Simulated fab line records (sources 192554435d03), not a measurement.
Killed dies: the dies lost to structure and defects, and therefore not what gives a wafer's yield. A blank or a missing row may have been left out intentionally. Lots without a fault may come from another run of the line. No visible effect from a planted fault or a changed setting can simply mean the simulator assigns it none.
Matching of chambers + flow n5 finfet + N5_SD_EPI_N_ETCH_16 on rie diel-06 has 4 sister chambers
The step etches SiO2 in CHF3/O2, target depth 5 nm. 8 wafers are shown with their chamber, then 8 later ones without.

== WAFERS WITH THEIR CHAMBER ==
| wafer  | chamber | showerhead plenum p Torr (Torr) | drypump motor current A (A) |
|--------|---------|---------------------------------|-----------------------------|
| L081.5 | 2       | 2.33                            | 5.7                         |
| L090.2 | 3       | 2.28                            | 6.6                         |
| L090.3 | 1       | 2.54                            | 6.4                         |
| L090.6 | 0       | 2.41                            | 5.9                         |
| L091.1 | 1       | 2.54                            | 6.5                         |
| L091.2 | 2       | 2.32                            | 5.6                         |
| L091.3 | 0       | 2.41                            | 5.9                         |
| L092.2 | 3       | 2.28                            | 6.6                         |

== WAFERS WITHOUT THEIR CHAMBER ==
| wafer  | showerhead plenum p Torr (Torr) | drypump motor current A (A) |
|--------|---------------------------------|-----------------------------|
| L092.4 | 2.41                            | 5.9                         |
| L092.5 | 2.32                            | 5.6                         |
| L093.1 | 2.41                            | 5.9                         |
| L093.5 | 2.41                            | 5.9                         |
| L093.6 | 2.28                            | 6.6                         |
| L094.1 | 2.31                            | 5.6                         |
| L094.3 | 2.28                            | 6.6                         |
| L094.4 | 2.54                            | 6.5                         |

== THE CHAMBER EACH PASSED THROUGH ==
| wafer  | from the rows above | in truth |
|--------|---------------------|----------|
| L092.4 | 0                   | 0        |
| L092.5 | 2                   | 2        |
| L093.1 | 0                   | 0        |
| L093.5 | 0                   | 0        |
| L093.6 | 3                   | 3        |
| L094.1 | 2                   | 2        |
| L094.3 | 3                   | 3        |
| L094.4 | 1                   | 1        |
8 of 8 placed correctly. From these rows, 0 cannot be placed. Wrongly placed: 0.
How it was worked out, from the rows above alone: a wafer's distance from a chamber is the root of the sum, over the readings, of the square of ((its reading less the chamber's mean) divided by the reading's scatter). The wafer belongs to the nearest chamber; if the next one is less than 2 further off, it can't be placed. The mean given for a chamber averages the wafers shown for that chamber. The scatter: the root of (the sum of the squares of (reading less its chamber's mean) over the shown wafers, divided by (wafers less chambers)).
